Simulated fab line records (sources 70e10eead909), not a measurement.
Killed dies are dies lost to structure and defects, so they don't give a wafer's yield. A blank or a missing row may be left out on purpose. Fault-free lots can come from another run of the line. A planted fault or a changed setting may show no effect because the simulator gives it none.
One fault seen from 3 desks :: flow nand harc :: what lay behind the numbers comes last; until then each desk has only its own

## AT THE TOOL OWNER'S DESK: pecvd onon-02
The tool's own readings at NHARC_A_ONON_D2_DEP_03 (target thk 1000 nm): means of the sampled wafers that have a number, for each lot that ran on this tool. Any lot whose mean is over 4 standard deviations away from the usual mean is out of limits and marked OUT; that distance is given in the brackets.
Columns: A = sih4 flow sccm at NHARC_A_ONON_D2_DEP_03, usual 210.2 sccm
lot: L683
first seen here: day 13 14:08
A: 209.6

lot: L686
first seen here: day 15 11:10
A: 210.2

lot: L693
first seen here: day 17 10:50
A: 209.9

lot: L694
first seen here: day 18 05:44
A: 209.7

lot: L698
first seen here: day 20 14:27
A: 210.4

lot: L701
first seen here: day 21 19:18
A: 209.5
Result from this desk: across the 6 lots, nothing is out of limits.

## METROLOGY DESK
What the gauges read, lot by lot, whatever tool the lot ran on: means of the sampled wafers that have a number. Any lot whose mean is over 4 standard deviations away from the usual mean is out of limits and marked OUT; that distance is given in the brackets.
Columns: A = thk nm at NHARC_A_ONON_D2_THK_MEAS_05, usual 1000 nm; B = thk nm at NHARC_A_ONON_D2_THK_MEAS_18, usual 1002 nm
lot: L683
first seen here: day 13 14:38
A: 997
B: 1000

lot: L682
first seen here: day 13 14:40
A: 1003
B: 998

lot: L686
first seen here: day 15 11:41
A: 987
B: 1020

lot: L688
first seen here: day 16 06:57
A: 1006
B: 1005

lot: L690
first seen here: day 16 17:25
A: 1006
B: 1015

lot: L692
first seen here: day 17 11:20
A: 1002
B: 986

lot: L693
first seen here: day 17 11:21
A: 498 (-53) OUT
B: -

lot: L694
first seen here: day 18 06:11
A: 509 (-52) OUT
B: -

lot: L698
first seen here: day 20 14:51
A: 992
B: 1002

lot: L700
first seen here: day 20 15:00
A: 1015
B: 996

lot: L701
first seen here: day 21 19:49
A: 1010
B: 1002

lot: L702
first seen here: day 21 20:10
A: 998
B: 995

lot: L703
first seen here: day 22 06:46
A: 1001
B: 997
This desk finds L693, L694 out of limits, L693 being first, at day 17 11:21 (thk nm at NHARC_A_ONON_D2_THK_MEAS_05). L683, L682, L686, L688, L690, L692, L698, L700, L701, L702, L703 stayed within limits.

## THE DEFECT DESK
Per lot, the means of the sampled wafers with a number show what the inspections along the route counted. Any lot whose mean is over 4 standard deviations away from the usual mean is out of limits and marked OUT; that distance is given in the brackets.
Columns: A = raw defect count at NHARC_A_CHANNEL_FILL_D1_INSPECT_13, usual 329
lot: L682
first seen here: day 12 01:04
A: 185

lot: L683
first seen here: day 12 05:02
A: 380

lot: L686
first seen here: day 13 17:13
A: 313

lot: L688
first seen here: day 14 16:11
A: 308

lot: L690
first seen here: day 15 03:34
A: 521

lot: L693
first seen here: day 16 03:11
A: 342

lot: L692
first seen here: day 16 03:11
A: 351

lot: L694
first seen here: day 16 22:01
A: 216

lot: L698
first seen here: day 18 21:18
A: 349

lot: L700
first seen here: day 19 05:20
A: 234

lot: L701
first seen here: day 20 01:11
A: 677

lot: L702
first seen here: day 20 08:42
A: 396

lot: L703
first seen here: day 20 17:31
A: 245
Result from this desk: across the 13 lots, nothing is out of limits.

## ALL TOGETHER
Metrology desk: alarm possible at day 17 11:21 on L693, L694.
The desk of the tool owner found nothing out of limits.
The defect desk saw nothing out of limits.
Tool owner's desk: L693, L694 on record, inside its limits.
The defect desk has L693, L694 on record, within its limits.
All the named lots went through NHARC_A_ONON_D2_DEP_03 on pecvd onon-02.

## WHAT WAS PUT IN BY THE SIMULATOR
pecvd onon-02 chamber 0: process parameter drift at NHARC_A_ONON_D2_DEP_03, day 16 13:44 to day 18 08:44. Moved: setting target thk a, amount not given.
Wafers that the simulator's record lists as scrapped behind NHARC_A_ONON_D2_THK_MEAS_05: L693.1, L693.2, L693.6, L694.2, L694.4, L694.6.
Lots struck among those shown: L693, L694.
Time in hours between the start of the fault and the first out-of-limits reading at each desk: metrology desk, 22.
